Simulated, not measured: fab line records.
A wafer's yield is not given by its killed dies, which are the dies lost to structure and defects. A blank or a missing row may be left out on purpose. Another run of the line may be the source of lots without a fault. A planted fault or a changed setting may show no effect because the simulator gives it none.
Chamber matching    flow nand-harc    NHARC_P_BONDPAD_ACTIVATE_29 on rie-diel-01: 4 sister chambers
The step chemistry N2, time 60 s. 27 wafers are shown with their chamber, then 12 later ones without.

## WAFERS, EACH WITH ITS CHAMBER
wafer   chamber  drypump-motor-current-A (A)  rf-vpp-V (V)  oes-product-au (a.u.)
L076.1  2        6.1                          65.4          0.998
L076.2  3        4.7                          66.1          1.005
L076.4  0        5.8                          65.2          0.995
L077.1  3        4.7                          64.1          1.003
L077.4  0        5.8                          64.4          1.001
L077.6  3        4.7                          65.0          1.001
L078.1  2        6.1                          65.4          0.984
L078.5  3        4.7                          63.5          0.991
L078.6  0        5.8                          63.1          0.988
L081.2  0        5.8                          64.2          1.000
L081.3  1        6.6                          63.3          1.005
L081.6  3        4.7                          64.4          1.002
L083.3  2        6.1                          65.0          1.007
L083.5  2        6.1                          66.5          1.009
L083.6  1        6.6                          63.2          1.001
L086.3  1        6.6                          63.6          1.021
L086.5  1        6.6                          64.9          1.003
L086.6  2        6.1                          63.9          1.008
L089.1  2        6.1                          65.5          1.013
L089.3  3        4.7                          64.4          1.003
L089.6  2        6.1                          65.6          1.022
L091.3  1        6.6                          65.9          1.010
L091.5  0        5.8                          62.9          1.014
L091.6  3        4.7                          63.2          1.005
L092.1  1        6.6                          64.3          1.007
L092.3  2        6.0                          63.9          1.006
L092.6  3        4.7                          63.1          1.004

SIGNATURES, as means of the wafers listed above
reading                  chamber 0  chamber 1  chamber 2  chamber 3  scatter within a chamber
drypump-motor-current-A  5.800      6.600      6.087      4.700      0.0195
rf-vpp-V                 63.960     64.200     65.150     64.225     0.971
oes-product-au           0.99960    1.00783    1.00588    1.00175    0.00843
Rule: a wafer lies at a distance from a chamber equal to the root of the sum of squares, over the readings, of (its reading less the chamber's mean, divided by the reading's scatter). If the next closest chamber is less than 2 further off than the closest, the wafer can't be placed; otherwise it belongs to the closest. The scatter: take each reading less its chamber's mean, square it, sum over the shown wafers, divide by the number of wafers less the number of chambers, and take the root.

## WAFERS MISSING THEIR CHAMBER
wafer   drypump-motor-current-A (A)  rf-vpp-V (V)  oes-product-au (a.u.)
L093.1  5.8                          64.1          1.005
L093.2  6.6                          64.7          1.008
L093.6  4.7                          64.8          1.000
L094.2  6.1                          64.7          1.001
L094.3  6.6                          65.4          1.005
L094.6  4.7                          64.0          1.002
L096.1  5.9                          63.9          1.011
L096.2  6.1                          65.4          0.998
L096.3  4.7                          64.6          1.008
L097.1  5.8                          64.1          1.011
L097.5  6.1                          65.8          0.997
L097.6  4.7                          64.5          0.999

## EACH ONE'S CHAMBER
wafer   from the rows above  in truth
L093.1  0                    0
L093.2  1                    1
L093.6  3                    3
L094.2  2                    2
L094.3  1                    1
L094.6  3                    3
L096.1  0                    0
L096.2  2                    2
L096.3  3                    3
L097.1  0                    0
L097.5  2                    2
L097.6  3                    3
Placed correctly: 12 of 12. Left unplaced by these rows: 0. Placed wrongly: 0.
